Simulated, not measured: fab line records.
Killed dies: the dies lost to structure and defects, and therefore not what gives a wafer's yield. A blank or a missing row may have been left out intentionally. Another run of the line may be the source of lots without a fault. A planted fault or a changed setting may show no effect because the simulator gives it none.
A lot that was struck, set against a sound lot || flow nand-harc || 15 steps out of a route of 1159
Sound: these wafers, L129.1, L129.5, L129.6. Struck: wafer L138.3; the same lot's L138.4 was not struck, so it is left out; see the end for the cause.
At each step with rows: each side's tool, then ch and its chambers, then its first start. Under that, the readings that differ: sound wafers || struck wafers || difference of the means || sigmas: that difference in standard deviations of wafers without a fault.
alike: same words and numbers on both sides, and readings whose means sit less than 2 such deviations apart. not compared: any withheld reading, any reading some wafer has no value for, any bound like >300 that may hide the same value, and any number with overlapping values for which the record gives no deviation.
A row with sigmas, a row that says differs or no value, or rows on one side alone: a step with any of these is where the two part. Numbers that don't overlap but have no deviation are shown without sigmas and don't part them. A reading that every wafer of one side lacks parts them only if that side has two wafers or more.

first, 1 step without rows for these wafers: NHARC_A_ONON_D1_DEP_00 (target thk 1000 nm).
NHARC_A_ONON_D1_THK_MEAS_02: measures by ellipsometry.
  struck on film-metro-02, day 10 09:52; sound on film-metro-02, day 8 09:56
  alike: thk-nm
after that, 1 step with no rows for these wafers: NHARC_A_ONON_D1_DEP_03 (target thk 1000 nm).
NHARC_A_ONON_D1_THK_MEAS_05: measures by ellipsometry.
  struck on film-metro-02, day 10 10:25; sound on film-metro-02, day 8 10:30
  alike: thk-nm
after that, 1 step with no rows for these wafers: NHARC_A_ONON_D1_DEP_06 (target thk 1000 nm).
NHARC_A_ONON_D1_THK_MEAS_08: measures by ellipsometry.
  struck on film-metro-01, day 10 10:59; sound on film-metro-01, day 8 11:04
  alike: thk-nm
after that, 1 step with no rows for these wafers: NHARC_A_ONON_D1_DEP_09 (target thk 1000 nm).
NHARC_A_ONON_D1_THK_MEAS_11: measures by ellipsometry.
  struck on film-metro-02, day 10 11:34; sound on film-metro-01, day 8 11:38
  alike: thk-nm
after that, 1 step with no rows for these wafers: NHARC_A_ONON_D1_DEP_12 (target thk 1000 nm).
NHARC_A_ONON_D1_THK_MEAS_14: measures by ellipsometry.
  struck on film-metro-01, day 10 12:07; sound on film-metro-02, day 8 12:12
{"reading": "thk-nm (nm)", "sound": "1012 1012 1013", "struck": 986, "difference": -26, "sigmas": -3}
then, 1 step without rows for these wafers: NHARC_A_ONON_D1_ANNEAL_15 (time 3600 s).
NHARC_A_ONON_D1_DEP_16: target thk 1000 nm.
  sound on pecvd-onon-03 ch 0, day 8 18:26; struck on pecvd-onon-03 ch 0, day 10 18:52
  alike: sih4-flow-sccm
NHARC_A_ONON_D1_THK_MEAS_18: measures by ellipsometry.
  struck on film-metro-02, day 10 19:16; sound on film-metro-01, day 8 18:57
{"reading": "thk-nm (nm)", "sound": "997 997 996", "struck": 1545, "difference": "+548", "sigmas": "+55"}
after that, 1 step with no rows for these wafers: NHARC_A_ONON_D1_DEP_19 (target thk 1000 nm).
-- jump in the record: it breaks off in module A_ONON_D1 and resumes in module END (first step shown: number 1159 of the route), and 12 days separate the struck wafers' starts before and after --
NHARC_END_SORT_01:
  at this point the record logs the struck wafers (prober-01 ch 0, day 22 11:18) and has no rows for the sound ones

## WHERE THEY PART
Last at NHARC_END_SORT_01 as far as this record goes, first at NHARC_A_ONON_D1_THK_MEAS_14.

WHY: the cause the simulator had injected
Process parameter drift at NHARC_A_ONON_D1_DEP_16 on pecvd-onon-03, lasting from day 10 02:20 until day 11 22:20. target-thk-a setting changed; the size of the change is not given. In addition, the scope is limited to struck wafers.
